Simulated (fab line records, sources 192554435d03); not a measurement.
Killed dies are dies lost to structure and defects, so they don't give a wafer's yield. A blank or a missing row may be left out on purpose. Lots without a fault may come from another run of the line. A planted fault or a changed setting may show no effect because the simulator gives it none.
Which tool did it? | flow n5_finfet | 10 lots, 30 wafers sampled, at 5 steps of a route of 1938

WHAT THE GAUGES READ, wafer by wafer
The record holds no reading of a measuring or inspecting step that can be judged against a usual standard deviation.

WHICH TOOL RAN EACH LOT (tool, then ch and the chambers of the sampled wafers, then the start)
lot  | N5_BEOL_M1_SPUTTER_90        | N5_PASSIVATION_DESCUM_12           | N5_PASSIVATION_PASS_ETCH_74        | N5_PASSIVATION_STRIP_34            | N5_PASSIVATION_PROBE_49
L650 | pvd_sputter-02, day 7 00:59  | rie_diel-04 ch 0,3, day 14 04:17   | rie_diel-04 ch 0,3, day 14 04:21   | rie_diel-05 ch 0,2,3, day 14 10:10 | -
L652 | pvd_sputter-01, day 7 06:05  | rie_diel-06 ch 0,1,3, day 14 03:16 | rie_diel-06 ch 0,1,3, day 14 03:20 | rie_diel-03 ch 1,3, day 14 05:13   | -
L654 | pvd_sputter-03, day 7 16:52  | rie_diel-02 ch 0,1,3, day 14 17:35 | rie_diel-02 ch 0,1,3, day 14 17:39 | rie_diel-01 ch 1,3, day 14 20:15   | -
L656 | pvd_sputter-01, day 8 07:50  | rie_diel-02 ch 1,2,3, day 15 06:54 | rie_diel-02 ch 1,2,3, day 15 06:58 | rie_diel-03 ch 1,2,3, day 15 08:50 | -
L660 | pvd_sputter-01, day 9 03:38  | rie_diel-06 ch 1,2,3, day 16 11:14 | rie_diel-06 ch 1,2,3, day 16 11:17 | rie_diel-01 ch 1,3, day 16 13:25   | prober-02, day 16 17:45
L661 | pvd_sputter-03, day 9 07:19  | rie_diel-04 ch 2,3, day 15 14:53   | rie_diel-04 ch 2,3, day 15 14:57   | rie_diel-05 ch 0,2,3, day 15 17:01 | prober-02, day 15 21:22
L663 | pvd_sputter-01, day 9 15:22  | rie_diel-02 ch 0,2,3, day 16 17:30 | rie_diel-02 ch 0,2,3, day 16 17:34 | rie_diel-01 ch 1,3, day 16 19:55   | prober-02, day 17 00:23
L664 | pvd_sputter-01, day 9 21:08  | rie_diel-04 ch 0,1,3, day 17 16:06 | rie_diel-04 ch 0,1,3, day 17 16:10 | rie_diel-03 ch 0,1, day 17 18:33   | prober-02, day 17 23:11
L669 | pvd_sputter-01, day 11 13:26 | rie_diel-06 ch 1,2, day 19 05:11   | rie_diel-06 ch 1,2, day 19 05:15   | rie_diel-05 ch 0,2,3, day 19 08:02 | prober-01, day 19 12:38
L673 | pvd_sputter-03, day 12 07:17 | rie_diel-04 ch 0,3, day 19 10:11   | rie_diel-04 ch 0,3, day 19 10:14   | rie_diel-01 ch 1,3, day 19 14:23   | -
- N5_BEOL_M1_SPUTTER_90: material Cu, target thk 4.5 nm, time 8.29 s.
- N5_PASSIVATION_DESCUM_12: chemistry O2, time 7.9 s.
- N5_PASSIVATION_PASS_ETCH_74: etches SiNx in CF4/O2, target depth 220 nm, time 110 s.
- N5_PASSIVATION_STRIP_34: strips in O2.
- N5_PASSIVATION_PROBE_49

WHAT THE TOOLS THEMSELVES READ (means of the sampled wafers that have a number; where no wafer has one, the mark that the record gives instead)
N5_BEOL_M1_SPUTTER_90. Usual: chamber_pressure_pa 0.07 Pa, standard deviation 0.00014; throttle_valve_pct 30.1 %, standard deviation 1.4.
lot  | tool           | chamber_pressure_pa (Pa) | throttle_valve_pct (%) | flag
L650 | pvd_sputter-02 | 0.07                     | 30.7                   |
L652 | pvd_sputter-01 | 0.07                     | 31.4                   |
L654 | pvd_sputter-03 | 0.07                     | 29.3                   |
L656 | pvd_sputter-01 | 0.07                     | 31.3                   |
L660 | pvd_sputter-01 | 0.07                     | 32.1                   |
L661 | pvd_sputter-03 | 0.07                     | 29.4                   |
L663 | pvd_sputter-01 | 0.07                     | 31.2                   |
L664 | pvd_sputter-01 | 0.07                     | 30.6                   |
L669 | pvd_sputter-01 | 0.07                     | 31.0                   |
L673 | pvd_sputter-03 | 0.07                     | 29.2                   |

N5_PASSIVATION_DESCUM_12. Usual: bias_power_w 20.00 W, standard deviation 0.059; drypump_motor_current_A 5.8 A, standard deviation 0.57; oes_product_au 0.77 a.u., standard deviation 0.081; rf_vpp_V 242.8 V, standard deviation 1.4; showerhead_plenum_p_Torr 2.07 Torr, standard deviation 0.068; throttle_valve_pct 20.50 %, standard deviation 0.18.
lot  | tool        | bias_power_w (W) | drypump_motor_current_A (A) | oes_product_au (a.u.) | rf_vpp_V (V) | showerhead_plenum_p_Torr (Torr) | throttle_valve_pct (%) | flag
L650 | rie_diel-04 | 19.95            | 5.9                         | 0.81                  | 241.4        | 2.02                            | 20.43                  |
L652 | rie_diel-06 | 20.00            | 5.8                         | 0.75                  | 244.0        | 2.12                            | 20.55                  |
L654 | rie_diel-02 | 19.98            | 6.2                         | 0.76                  | 243.5        | 2.09                            | 20.43                  |
L656 | rie_diel-02 | 20.05            | 6.6                         | 0.74                  | 243.3        | 2.06                            | 20.48                  |
L660 | rie_diel-06 | 20.02            | 5.6                         | 0.69                  | 243.2        | 2.07                            | 20.64                  |
L661 | rie_diel-04 | 19.93            | 5.3                         | 0.69                  | 242.0        | 1.99                            | 20.58                  |
L663 | rie_diel-02 | 19.97            | 6.2                         | 0.76                  | 242.2        | 2.04                            | 20.54                  |
L664 | rie_diel-04 | 19.96            | 5.6                         | 0.78                  | 242.8        | 2.05                            | 20.54                  |
L669 | rie_diel-06 | 20.02            | 5.8                         | 0.78                  | 242.6        | 2.03                            | 20.54                  |
L673 | rie_diel-04 | 19.91            | 5.7                         | 0.74                  | 242.5        | 2.01                            | 20.57                  |

N5_PASSIVATION_PASS_ETCH_74. Usual: drypump_motor_current_A 5.8 A, standard deviation 0.56; oes_f_703_au 0.77 a.u., standard deviation 0.074; oes_product_au 0.77 a.u., standard deviation 0.08; rf_vpp_V 240 V, standard deviation 4.7; showerhead_plenum_p_Torr 2.18 Torr, standard deviation 0.065; throttle_valve_pct 16.07 %, standard deviation 0.2.
lot  | tool        | drypump_motor_current_A (A) | oes_f_703_au (a.u.) | oes_product_au (a.u.) | rf_vpp_V (V) | showerhead_plenum_p_Torr (Torr) | throttle_valve_pct (%) | flag
L650 | rie_diel-04 | 5.9                         | 0.81                | 0.82                  | 243          | 2.15                            | 16.05                  |
L652 | rie_diel-06 | 5.8                         | 0.74                | 0.74                  | 242          | 2.23                            | 16.12                  |
L654 | rie_diel-02 | 6.2                         | 0.78                | 0.77                  | 243          | 2.20                            | 15.99                  |
L656 | rie_diel-02 | 6.6                         | 0.75                | 0.74                  | 240          | 2.17                            | 16.01                  |
L660 | rie_diel-06 | 5.5                         | 0.70                | 0.69                  | 240          | 2.18                            | 16.29                  |
L661 | rie_diel-04 | 5.3                         | 0.69                | 0.69                  | 238          | 2.09                            | 16.18                  |
L663 | rie_diel-02 | 6.2                         | 0.77                | 0.77                  | 241          | 2.15                            | 16.04                  |
L664 | rie_diel-04 | 5.6                         | 0.78                | 0.79                  | 241          | 2.16                            | 16.12                  |
L669 | rie_diel-06 | 5.8                         | 0.81                | 0.80                  | 235          | 2.14                            | 16.17                  |
L673 | rie_diel-04 | 5.7                         | 0.75                | 0.75                  | 239          | 2.12                            | 16.20                  |

N5_PASSIVATION_STRIP_34. Usual: drypump_motor_current_A 5.7 A, standard deviation 0.42; oes_product_au 0.80 a.u., standard deviation 0.058; rf_vpp_V 3.4 V, standard deviation 1.5; showerhead_plenum_p_Torr 2.12 Torr, standard deviation 0.099; throttle_valve_pct 16.69 %, standard deviation 0.24.
lot  | tool        | drypump_motor_current_A (A) | oes_product_au (a.u.) | rf_vpp_V (V) | showerhead_plenum_p_Torr (Torr) | throttle_valve_pct (%) | flag
L650 | rie_diel-05 | 5.6                         | 0.79                  | 3.0          | 2.09                            | 16.80                  |
L652 | rie_diel-03 | 6.1                         | 0.71                  | 3.4          | 2.12                            | 16.70                  |
L654 | rie_diel-01 | 6.2                         | 0.81                  | 4.5          | 2.16                            | 16.84                  |
L656 | rie_diel-03 | 5.8                         | 0.78                  | 4.4          | 2.17                            | 16.69                  |
L660 | rie_diel-01 | 6.2                         | 0.79                  | 3.6          | 2.15                            | 16.89                  |
L661 | rie_diel-05 | 5.6                         | 0.78                  | 2.9          | 2.09                            | 16.86                  |
L663 | rie_diel-01 | 6.1                         | 0.79                  | 5.0          | 2.10                            | 16.82                  |
L664 | rie_diel-03 | 5.6                         | 0.81                  | 4.0          | 2.19                            | 16.46                  |
L669 | rie_diel-05 | 5.6                         | 0.75                  | 3.9          | 2.08                            | 16.91                  |
L673 | rie_diel-01 | 6.0                         | 0.77                  | 2.8          | 2.09                            | 16.87                  |

N5_PASSIVATION_PROBE_49. Usual: defect_limited_yield 91.0 %, standard deviation 1.4; killed_at_M0_to_M3 33, standard deviation 11; killed_at_M4_up 14, standard deviation 5; killed_at_contacts 11, standard deviation 7.3; killed_at_front_end 43, standard deviation 12; killed_at_other 4, standard deviation 3.1; killed_dies 106, standard deviation 17; killed_on_rim 14, standard deviation 3.8; killed_open 69, standard deviation 13; killed_short 34, standard deviation 8.7; sort_bin_5_function 5.2 %, standard deviation 0.96; sort_bin_6_memory 3.3 %, standard deviation 0.66; sort_n_pass 1074, standard deviation 17; sort_yield_pct 91.0 %, standard deviation 1.4.
lot  | tool      | defect_limited_yield (%) | killed_at_M0_to_M3 | killed_at_M4_up | killed_at_contacts | killed_at_front_end | killed_at_other | killed_dies | killed_on_rim | killed_open | killed_short | sort_bin_5_function (%) | sort_bin_6_memory (%) | sort_n_pass | sort_yield_pct (%) | flag
L660 | prober-02 | 88.8                     | 63                 | 10              | 12                 | 43                  | 4               | 132         | 18            | 86          | 38           | 5.7                     | 4.6                   | 1048        | 88.8               |
L661 | prober-02 | 90.1                     | 34                 | 16              | 8                  | 56                  | 3               | 117         | 16            | 70          | 43           | 5.7                     | 3.2                   | 1063        | 90.1               |
L663 | prober-02 | 91.0                     | 36                 | 8               | 15                 | 42                  | 6               | 106         | 12            | 70          | 36           | 4.8                     | 3.7                   | 1074        | 91.0               |
L664 | prober-02 | 88.3                     | 27                 | 16              | 31                 | 60                  | 4               | 138         | 14            | 102         | 30           | 6.3                     | 4.7                   | 1042        | 88.3               |
L669 | prober-01 | 89.2                     | 71                 | 14              | 8                  | 31                  | 5               | 128         | 18            | 62          | 33           | 5.9                     | 3.4                   | 1052        | 89.2               | OFF

THE ANSWER, worked out from the rows above alone
Rule: a lot is off if the mean of its wafers that have a number lies more than 3 standard deviations from the usual mean. A lot without any number at a reading at which 4 lots or more have one is off too. The other lots that the step has rows for count as sound. The gauges are gone through in route order, then the tools' own readings, and for those a lot's mean is taken as printed above. The first step at which some lot is off is used, and at that step the reading that is off furthest; a lot without a number counts as furthest.
Off: L669, at N5_PASSIVATION_PROBE_49 (killed_at_M0_to_M3). Neither off nor sound, because the step has no rows for them: L650, L652, L654, L656, L673.
A tool fits if, at that step or a process step before it, it ran every lot that is off, and no sound lot after the first of them. Can't be told from this: 4 tools fit, pvd_sputter-01 at N5_BEOL_M1_SPUTTER_90, rie_diel-06 at N5_PASSIVATION_DESCUM_12 and N5_PASSIVATION_PASS_ETCH_74, rie_diel-05 at N5_PASSIVATION_STRIP_34, prober-01 at N5_PASSIVATION_PROBE_49.

WHAT THE SIMULATOR HAD PUT IN
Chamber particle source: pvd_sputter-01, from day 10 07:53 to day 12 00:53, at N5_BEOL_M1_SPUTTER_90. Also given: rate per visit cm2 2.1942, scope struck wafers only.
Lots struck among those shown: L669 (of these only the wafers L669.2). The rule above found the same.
